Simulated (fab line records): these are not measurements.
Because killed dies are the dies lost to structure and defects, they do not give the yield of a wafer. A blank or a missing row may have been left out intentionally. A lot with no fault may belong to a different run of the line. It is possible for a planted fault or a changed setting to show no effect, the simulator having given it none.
Chamber matching + flow nand harc + rie diel-07 running NHARC_A_STAIRCASE_TRIM_220: 4 sister chambers
The step chemistry O2, time 211.2 s. 8 wafers are shown with their chamber, then 11 later ones without.

== WAFERS WITH THEIR CHAMBER ==
| wafer  | chamber | drypump motor current A (A) | showerhead plenum p Torr (Torr) |
|--------|---------|-----------------------------|---------------------------------|
| L083.3 | 3       | 5.9                         | 3.36                            |
| L088.4 | 2       | 6.2                         | 3.80                            |
| L088.5 | 0       | 6.5                         | 3.29                            |
| L088.6 | 3       | 5.8                         | 3.35                            |
| L090.2 | 1       | 5.4                         | 3.60                            |
| L090.3 | 2       | 6.2                         | 3.80                            |
| L090.6 | 0       | 6.4                         | 3.29                            |
| L091.1 | 1       | 5.4                         | 3.60                            |

== WAFERS MISSING THEIR CHAMBER ==
| wafer  | drypump motor current A (A) | showerhead plenum p Torr (Torr) |
|--------|-----------------------------|---------------------------------|
| L091.4 | 5.9                         | 3.35                            |
| L091.5 | 5.4                         | 3.60                            |
| L092.2 | 6.5                         | 3.28                            |
| L092.3 | 5.3                         | 3.60                            |
| L092.4 | 6.2                         | 3.79                            |
| L096.1 | 5.4                         | 3.59                            |
| L096.5 | 6.2                         | 3.78                            |
| L096.6 | 5.9                         | 3.34                            |
| L097.2 | 5.4                         | 3.59                            |
| L097.4 | 6.2                         | 3.78                            |
| L097.6 | 6.5                         | 3.28                            |

== WHICH CHAMBER EACH WENT THROUGH ==
| wafer  | from the rows above | in truth |
|--------|---------------------|----------|
| L091.4 | 3                   | 3        |
| L091.5 | 1                   | 1        |
| L092.2 | 0                   | 0        |
| L092.3 | 1                   | 1        |
| L092.4 | 2                   | 2        |
| L096.1 | 1                   | 1        |
| L096.5 | 2                   | 2        |
| L096.6 | 3                   | 3        |
| L097.2 | 1                   | 1        |
| L097.4 | 2                   | 2        |
| L097.6 | 0                   | 0        |
Correct placement for 11 of the 11. Can't be placed from these rows: 0. 0 placed wrongly.
How it was worked out, from the rows above alone: a wafer's distance from a chamber is the root of the sum, over the readings, of the square of ((its reading less the chamber's mean) divided by the reading's scatter). The wafer belongs to the nearest chamber; if the next one is less than 2 further off, it can't be placed. The mean given for a chamber averages the wafers shown for that chamber. How the scatter is found: for the shown wafers, subtract from each reading the mean of its chamber, square and add these, divide the total by (wafers less chambers), then take the root.
